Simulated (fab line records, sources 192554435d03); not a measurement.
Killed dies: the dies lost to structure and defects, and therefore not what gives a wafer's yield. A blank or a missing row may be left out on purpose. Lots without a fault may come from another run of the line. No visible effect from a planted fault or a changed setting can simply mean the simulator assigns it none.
Chamber matching | flow n5 finfet | rie diel-06 running N5_SD_EPI_N_ETCHBACK_44: 4 sister chambers
The step etches SiNx in CH3F/O2, stops on SiO2, target depth 14.5 nm. 8 wafers are shown with their chamber, then 11 later ones without.

## WAFERS PAIRED WITH THEIR CHAMBERS
wafer  | chamber | throttle valve pct (%) | showerhead plenum p Torr (Torr)
L076.6 | 3       | 15.87                  | 1.94
L080.2 | 0       | 16.51                  | 2.07
L082.3 | 2       | 16.35                  | 1.94
L082.6 | 1       | 16.31                  | 2.04
L083.1 | 3       | 15.89                  | 1.94
L083.2 | 0       | 16.54                  | 2.07
L083.3 | 2       | 16.35                  | 1.93
L085.1 | 1       | 16.33                  | 2.03

## WAFERS MISSING THEIR CHAMBER
wafer  | throttle valve pct (%) | showerhead plenum p Torr (Torr)
L085.4 | 16.37                  | 1.93
L085.5 | 15.90                  | 1.94
L086.2 | 15.92                  | 1.94
L086.4 | 16.38                  | 1.93
L086.6 | 16.36                  | 1.93
L090.2 | 16.35                  | 2.03
L090.3 | 16.40                  | 1.93
L090.4 | 16.54                  | 2.07
L091.3 | 16.34                  | 2.03
L091.4 | 16.56                  | 2.07
L091.6 | 16.39                  | 1.93

## CHAMBER TAKEN BY EACH
wafer  | from the rows above | in truth
L085.4 | 2                   | 2
L085.5 | 3                   | 3
L086.2 | 3                   | 3
L086.4 | 2                   | 2
L086.6 | 2                   | 2
L090.2 | 1                   | 1
L090.3 | 2                   | 2
L090.4 | 0                   | 0
L091.3 | 1                   | 1
L091.4 | 0                   | 0
L091.6 | 2                   | 2
Correct placement for 11 of the 11. Can't be placed from these rows: 0. 0 placed wrongly.
How it was worked out, from the rows above alone: a wafer's distance from a chamber is the root of the sum, over the readings, of the square of ((its reading less the chamber's mean) divided by the reading's scatter). If the next closest chamber is less than 2 further off than the closest, the wafer can't be placed; otherwise it belongs to the closest. A chamber's mean is the mean of its shown wafers. How the scatter is found: for the shown wafers, subtract from each reading the mean of its chamber, square and add these, divide the total by (wafers less chambers), then take the root.
